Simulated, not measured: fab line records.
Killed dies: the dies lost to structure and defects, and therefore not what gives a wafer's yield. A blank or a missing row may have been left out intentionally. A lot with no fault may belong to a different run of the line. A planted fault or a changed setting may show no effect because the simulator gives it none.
Matching of chambers || flow nand harc || NHARC_A_CHANNEL_HOLE_D1_DEP_01 on pecvd-03: 3 sister chambers
The step deposits SiON, target thk 140 nm. 6 wafers are shown with their chamber, then 8 later ones without.

WAFERS PAIRED WITH THEIR CHAMBERS
{"wafer": "L080.1", "chamber": 2, "heater power w (W)": 813, "rf fwd power W (W)": 348.3}
{"wafer": "L084.6", "chamber": 1, "heater power w (W)": 677, "rf fwd power W (W)": 347.3}
{"wafer": "L085.1", "chamber": 0, "heater power w (W)": 876, "rf fwd power W (W)": 349.3}
{"wafer": "L085.5", "chamber": 0, "heater power w (W)": 926, "rf fwd power W (W)": 349.6}
{"wafer": "L085.6", "chamber": 2, "heater power w (W)": 839, "rf fwd power W (W)": 348.2}
{"wafer": "L092.1", "chamber": 1, "heater power w (W)": 687, "rf fwd power W (W)": 349.1}

WAFERS WITH NO CHAMBER GIVEN
{"wafer": "L092.4", "heater power w (W)": 791, "rf fwd power W (W)": 349.3}
{"wafer": "L092.6", "heater power w (W)": 736, "rf fwd power W (W)": 346.6}
{"wafer": "L093.2", "heater power w (W)": 696, "rf fwd power W (W)": 349.4}
{"wafer": "L093.4", "heater power w (W)": 903, "rf fwd power W (W)": 349.3}
{"wafer": "L093.6", "heater power w (W)": 689, "rf fwd power W (W)": 348.3}
{"wafer": "L097.1", "heater power w (W)": 770, "rf fwd power W (W)": 350.1}
{"wafer": "L097.4", "heater power w (W)": 773, "rf fwd power W (W)": 348.5}
{"wafer": "L097.5", "heater power w (W)": 641, "rf fwd power W (W)": 348.1}

WHICH CHAMBER EACH ONE RAN IN
{"wafer": "L092.4", "from the rows above": 2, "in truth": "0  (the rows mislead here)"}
{"wafer": "L092.6", "from the rows above": "can't be placed: 1 or 2", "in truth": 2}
{"wafer": "L093.2", "from the rows above": 1, "in truth": 1}
{"wafer": "L093.4", "from the rows above": 0, "in truth": 0}
{"wafer": "L093.6", "from the rows above": 1, "in truth": 1}
{"wafer": "L097.1", "from the rows above": "can't be placed: 2 or 1", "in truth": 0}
{"wafer": "L097.4", "from the rows above": "can't be placed: 2 or 1", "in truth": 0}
{"wafer": "L097.5", "from the rows above": 1, "in truth": 1}
Placed correctly: 4 of 8. Can't be placed from these rows: 3 (the true chamber is among the candidates in 1). Wrongly placed: 1.
How it was worked out, from the rows above alone: a wafer's distance from a chamber is the root of the sum, over the readings, of the square of ((its reading less the chamber's mean) divided by the reading's scatter). If the next closest chamber is less than 2 further off than the closest, the wafer can't be placed; otherwise it belongs to the closest. The mean given for a chamber averages the wafers shown for that chamber. How the scatter is found: for the shown wafers, subtract from each reading the mean of its chamber, square and add these, divide the total by (wafers less chambers), then take the root.
